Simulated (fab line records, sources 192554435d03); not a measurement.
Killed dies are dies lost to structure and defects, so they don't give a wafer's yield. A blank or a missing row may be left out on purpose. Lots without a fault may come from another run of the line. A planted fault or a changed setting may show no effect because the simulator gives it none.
Which tool did it? | flow n5_finfet | 9 lots, 23 wafers sampled, at 6 steps of a route of 1938

WHAT THE GAUGES READ, wafer by wafer
N5_BEOL_M3_CD_MEAS_18: pitch 36 nm, target cd 18 nm. Usual: cd_nm 18.1 nm, standard deviation 0.36.
lot  | measured     | on        | cd_nm (nm)     | flag
L469 | day 7 09:09  | cd_sem-01 | 18.0 17.9 18.4 |
L470 | day 7 18:30  | cd_sem-03 | 18.2 17.9 18.2 |
L473 | day 8 22:42  | cd_sem-02 | 17.8 17.7 17.6 |
L480 | day 10 21:16 | cd_sem-03 | 17.4 17.6 18.2 |
L482 | day 11 05:00 | cd_sem-02 | 17.5 17.7      |
L488 | day 12 18:23 | cd_sem-01 | 18.0 17.9 17.7 |
L486 | day 12 18:31 | cd_sem-03 | 18.1 18.6      |
L489 | day 12 20:48 | cd_sem-03 | 17.7 18.1      |
L490 | day 13 14:26 | cd_sem-01 | 17.9 18.4      |

N5_BEOL_M3_OCD_MEAS_38. Usual: trench_depth_nm 55.7 nm, standard deviation 1.1.
lot  | measured     | on     | trench_depth_nm (nm) | flag
L469 | day 7 22:22  | ocd-02 | 56.1 55.9 56.7       |
L470 | day 8 07:51  | ocd-01 | 55.0 54.7 54.5       |
L473 | day 9 04:53  | ocd-02 | 57.5 55.5 57.8       |
L480 | day 10 22:43 | ocd-02 | 54.2 56.6 55.3       |
L482 | day 11 07:42 | ocd-02 | 55.3 45.6            | OFF
L488 | day 13 12:49 | ocd-02 | 56.4 56.0 57.3       |
L486 | day 13 05:05 | ocd-02 | 56.6 56.7            |
L489 | day 13 15:56 | ocd-02 | 53.6 54.9            |
L490 | day 13 20:46 | ocd-01 | 54.0 54.6            |

N5_BEOL_M4_RC_MEAS_101. Usual: DIBL_N 37.2 mV/V, standard deviation 2.1; DIBL_P 37.3 mV/V, standard deviation 2.3; IOFF_N 0.18 nA/um, standard deviation 0.041; IOFF_P 0.24 nA/um, standard deviation 0.042; ION_N 680 uA/um, standard deviation 13; ION_P 466 uA/um, standard deviation 7.7; SS_N 71.8 mV/dec, standard deviation 0.68; SS_P 73.5 mV/dec, standard deviation 0.66; VT_N 249 mV, standard deviation 3.6; VT_P -248 mV, standard deviation 3.4.
lot  | measured     | on        | DIBL_N (mV/V)  | DIBL_P (mV/V)  | IOFF_N (nA/um) | IOFF_P (nA/um) | ION_N (uA/um) | ION_P (uA/um) | SS_N (mV/dec)  | SS_P (mV/dec)  | VT_N (mV)   | VT_P (mV)      | flag
L469 | day 8 14:06  | prober-01 | 38.8 37.1 38.4 | 39.0 37.3 38.6 | 0.22 0.19 0.21 | 0.26 0.22 0.25 | 688 686 702   | 462 463 467   | 72.4 72.2 72.2 | 73.5 73.2 73.4 | 248 247 245 | -249 -251 -248 |
L470 | day 9 01:14  | prober-01 | 39.2 38.1 39.9 | 39.5 37.7 41.7 | 0.23 0.19 0.27 | 0.27 0.23 0.32 | 705 689 712   | 473 468 482   | 71.8 72.9 72.1 | 74.0 73.8 74.1 | 243 248 242 | -247 -252 -243 |
L473 | day 9 18:03  | prober-02 | 34.4 35.4 35.9 | 33.7 35.4 35.8 | 0.13 0.14 0.15 | 0.19 0.21 0.22 | 676 668 673   | 468 460 464   | 71.2 71.7 71.1 | 73.0 72.4 73.9 | 254 252 248 | -252 -248 -246 |
L480 | day 11 14:58 | prober-02 | 40.0 37.1 36.7 | 39.4 37.3 37.1 | 0.23 0.16 0.18 | 0.28 0.25 0.24 | 675 670 676   | 465 464 463   | 73.4 72.4 72.5 | 73.5 72.5 73.6 | 246 252 247 | -245 -247 -246 |
L482 | day 11 21:05 | prober-02 | 38.8 36.3      | 39.7 36.9      | 0.18 0.14      | 0.22 0.18      | 674 662       | 452 447       | 71.9 71.5      | 74.1 73.4      | 250 252     | -254 -256      |
L488 | day 14 21:18 | prober-02 | 35.5 36.6 38.1 | 36.1 37.3 39.4 | 0.15 0.17 0.23 | 0.19 0.22 0.26 | 678 667 704   | 459 457 473   | 71.7 71.9 72.0 | 73.9 74.1 74.4 | 251 248 242 | -252 -249 -248 |
L486 | day 13 20:22 | prober-01 | 37.3 39.4      | 36.5 38.5      | 0.15 0.18      | 0.20 0.23      | 673 673       | 461 456       | 71.4 72.3      | 73.8 74.2      | 254 254     | -255 -252      |
L489 | day 14 20:22 | prober-01 | 33.0 34.9      | 34.6 36.7      | 0.12 0.14      | 0.19 0.23      | 675 666       | 472 466       | 70.5 71.6      | 72.3 72.7      | 250 252     | -252 -248      |
L490 | day 15 00:02 | prober-02 | 37.5 38.1      | 36.9 37.8      | 0.18 0.20      | 0.25 0.27      | 675 677       | 466 463       | 72.0 72.2      | 73.6 74.2      | 251 248     | -249 -245      |

WHICH TOOL RAN EACH LOT (tool, then ch and the chambers of the sampled wafers, then the start)
lot  | N5_BEOL_M3_STRIP_36                | N5_BEOL_M3_TRENCH_ETCH_37          | N5_BEOL_M3_STRIP_97
L469 | rie_diel-01 ch 0,2,3, day 7 22:11  | rie_diel-01 ch 0,2,3, day 7 22:13  | rie_diel-01 ch 0,2,3, day 7 22:22 or earlier
L470 | rie_diel-02 ch 1,3, day 8 07:40    | rie_diel-02 ch 1,3, day 8 07:42    | rie_diel-02 ch 1,3, day 8 07:51 or earlier
L473 | rie_diel-02 ch 2,3, day 9 04:41    | rie_diel-02 ch 2,3, day 9 04:44    | rie_diel-02 ch 2,3, day 9 04:53 or earlier
L480 | rie_diel-01 ch 0,2,3, day 10 22:31 | rie_diel-01 ch 0,2,3, day 10 22:33 | rie_diel-01 ch 0,2,3, day 10 22:43 or earlier
L482 | rie_diel-01 ch 0,3, day 11 07:31   | rie_diel-01 ch 0,3, day 11 07:33   | rie_diel-01 ch 0,3, day 11 07:42 or earlier
L488 | rie_diel-02 ch 1,2, day 13 12:38   | rie_diel-02 ch 1,2, day 13 12:40   | rie_diel-02 ch 1,2, day 13 12:49 or earlier
L486 | rie_diel-02 ch 2, day 13 04:53     | rie_diel-02 ch 2, day 13 04:56     | rie_diel-02 ch 2, day 13 05:05 or earlier
L489 | rie_diel-03 ch 1,2, day 13 15:44   | rie_diel-03 ch 1,2, day 13 15:47   | rie_diel-03 ch 1,2, day 13 15:56 or earlier
L490 | rie_diel-03 ch 1,2, day 13 20:34   | rie_diel-03 ch 1,2, day 13 20:37   | rie_diel-03 ch 1,2, day 13 20:46 or earlier
- N5_BEOL_M3_STRIP_36: strips in N2/H2.
- N5_BEOL_M3_TRENCH_ETCH_37: etches SiOC in C4F6/O2, target depth 55.555 nm, time 29.2 s.
- N5_BEOL_M3_STRIP_97: strips in N2/H2, time 10 s.

WHAT THE TOOLS THEMSELVES READ (means of the sampled wafers that have a number; where no wafer has one, the mark that the record gives instead)
N5_BEOL_M3_STRIP_36. Usual: drypump_motor_current_A 5.8 A, standard deviation 0.5; oes_product_au 0.81 a.u., standard deviation 0.095; rf_vpp_V 59.3 V, standard deviation 1.5; showerhead_plenum_p_Torr 2.52 Torr, standard deviation 0.083; throttle_valve_pct 23.5 %, standard deviation 0.36.
lot  | tool        | drypump_motor_current_A (A) | oes_product_au (a.u.) | rf_vpp_V (V) | showerhead_plenum_p_Torr (Torr) | throttle_valve_pct (%) | flag
L469 | rie_diel-01 | 5.9                         | 0.80                  | 58.9         | 2.55                            | 23.4                   |
L470 | rie_diel-02 | 5.9                         | 0.69                  | 59.1         | 2.42                            | 24.0                   |
L473 | rie_diel-02 | 6.4                         | 0.86                  | 59.6         | 2.47                            | 23.7                   |
L480 | rie_diel-01 | 5.8                         | 0.85                  | 58.7         | 2.54                            | 23.3                   |
L482 | rie_diel-01 | 5.9                         | 0.85                  | 59.8         | 2.51                            | 23.1                   |
L488 | rie_diel-02 | 6.0                         | 0.82                  | 58.4         | 2.45                            | 23.7                   |
L486 | rie_diel-02 | 6.4                         | 0.90                  | 60.9         | 2.48                            | 23.6                   |
L489 | rie_diel-03 | 5.8                         | 0.70                  | 60.1         | 2.58                            | 23.9                   |
L490 | rie_diel-03 | 5.9                         | 0.70                  | 59.3         | 2.58                            | 23.9                   |

N5_BEOL_M3_TRENCH_ETCH_37. Usual: drypump_motor_current_A 5.8 A, standard deviation 0.51; oes_product_au 0.81 a.u., standard deviation 0.096; rf_fwd_power_W 350.2 W, standard deviation 1.7; rf_vpp_V 660 V, standard deviation 11; run_length_s 52.5 s, standard deviation 0.48; showerhead_plenum_p_Torr 2.83 Torr, standard deviation 0.077; throttle_valve_pct 20.8 %, standard deviation 0.31.
lot  | tool        | drypump_motor_current_A (A) | oes_product_au (a.u.) | rf_fwd_power_W (W) | rf_vpp_V (V) | run_length_s (s) | showerhead_plenum_p_Torr (Torr) | throttle_valve_pct (%) | flag
L469 | rie_diel-01 | 5.8                         | 0.80                  | 349.1              | 667          | 52.4             | 2.86                            | 20.7                   |
L470 | rie_diel-02 | 5.9                         | 0.69                  | 349.4              | 665          | 53.0             | 2.73                            | 21.2                   |
L473 | rie_diel-02 | 6.4                         | 0.88                  | 349.7              | 665          | 52.5             | 2.77                            | 21.0                   |
L480 | rie_diel-01 | 5.9                         | 0.85                  | 350.4              | 666          | 52.4             | 2.84                            | 20.6                   |
L482 | rie_diel-01 | 6.0                         | 0.85                  | 350.2              | 668          | 49.7             | 2.82                            | 20.6                   | OFF
L488 | rie_diel-02 | 6.0                         | 0.83                  | 349.8              | 655          | 52.3             | 2.76                            | 21.1                   |
L486 | rie_diel-02 | 6.4                         | 0.91                  | 350.6              | 660          | 52.0             | 2.78                            | 20.9                   |
L489 | rie_diel-03 | 5.9                         | 0.69                  | 350.1              | 652          | 52.2             | 2.88                            | 21.1                   |
L490 | rie_diel-03 | 5.9                         | 0.70                  | 350.9              | 652          | 52.2             | 2.88                            | 21.1                   |

N5_BEOL_M3_STRIP_97. Usual: drypump_motor_current_A 5.8 A, standard deviation 0.5; oes_product_au 0.81 a.u., standard deviation 0.095; rf_vpp_V 59.1 V, standard deviation 0.9; showerhead_plenum_p_Torr 2.52 Torr, standard deviation 0.083; throttle_valve_pct 23.5 %, standard deviation 0.36.
lot  | tool        | drypump_motor_current_A (A) | oes_product_au (a.u.) | rf_vpp_V (V) | showerhead_plenum_p_Torr (Torr) | throttle_valve_pct (%) | flag
L469 | rie_diel-01 | 5.8                         | 0.79                  | 59.7         | 2.55                            | 23.4                   |
L470 | rie_diel-02 | 5.9                         | 0.69                  | 58.3         | 2.42                            | 24.0                   |
L473 | rie_diel-02 | 6.4                         | 0.87                  | 59.3         | 2.46                            | 23.7                   |
L480 | rie_diel-01 | 5.8                         | 0.85                  | 58.9         | 2.54                            | 23.3                   |
L482 | rie_diel-01 | 6.0                         | 0.86                  | 58.9         | 2.51                            | 23.1                   |
L488 | rie_diel-02 | 6.0                         | 0.83                  | 59.8         | 2.45                            | 23.7                   |
L486 | rie_diel-02 | 6.4                         | 0.89                  | 59.4         | 2.48                            | 23.6                   |
L489 | rie_diel-03 | 5.9                         | 0.70                  | 58.5         | 2.58                            | 23.9                   |
L490 | rie_diel-03 | 5.9                         | 0.70                  | 58.5         | 2.58                            | 23.9                   |

THE ANSWER, worked out from the rows above alone
Rule: a lot is off if the mean of its wafers that have a number lies more than 3 standard deviations from the usual mean. A lot without any number at a reading at which 4 lots or more have one is off too. The other lots that the step has rows for count as sound. The gauges are gone through in route order, then the tools' own readings, and for those a lot's mean is taken as printed above. The first step at which some lot is off is used, and at that step the reading that is off furthest; a lot without a number counts as furthest.
Off: L482, at N5_BEOL_M3_OCD_MEAS_38 (trench_depth_nm).
A tool fits if, at a process step before that reading, it ran every lot that is off, and no sound lot after the first of them. The gauges at N5_BEOL_M3_OCD_MEAS_38 aren't tried: what is off there is off at N5_BEOL_M3_TRENCH_ETCH_37 too, on other tools, and a gauge's error can't cause that. N5_BEOL_M3_STRIP_97 gives no start for some lots, so the hours and the order of its lots are those of N5_BEOL_M3_OCD_MEAS_38. One fits: rie_diel-01 at N5_BEOL_M3_STRIP_36 and N5_BEOL_M3_TRENCH_ETCH_37 and N5_BEOL_M3_STRIP_97. At N5_BEOL_M3_STRIP_36 its last sound lot is L480 (day 10 22:31), its first lot that is off L482 (day 11 07:31): a fault that began between those two fits.

WHAT THE SIMULATOR HAD PUT IN
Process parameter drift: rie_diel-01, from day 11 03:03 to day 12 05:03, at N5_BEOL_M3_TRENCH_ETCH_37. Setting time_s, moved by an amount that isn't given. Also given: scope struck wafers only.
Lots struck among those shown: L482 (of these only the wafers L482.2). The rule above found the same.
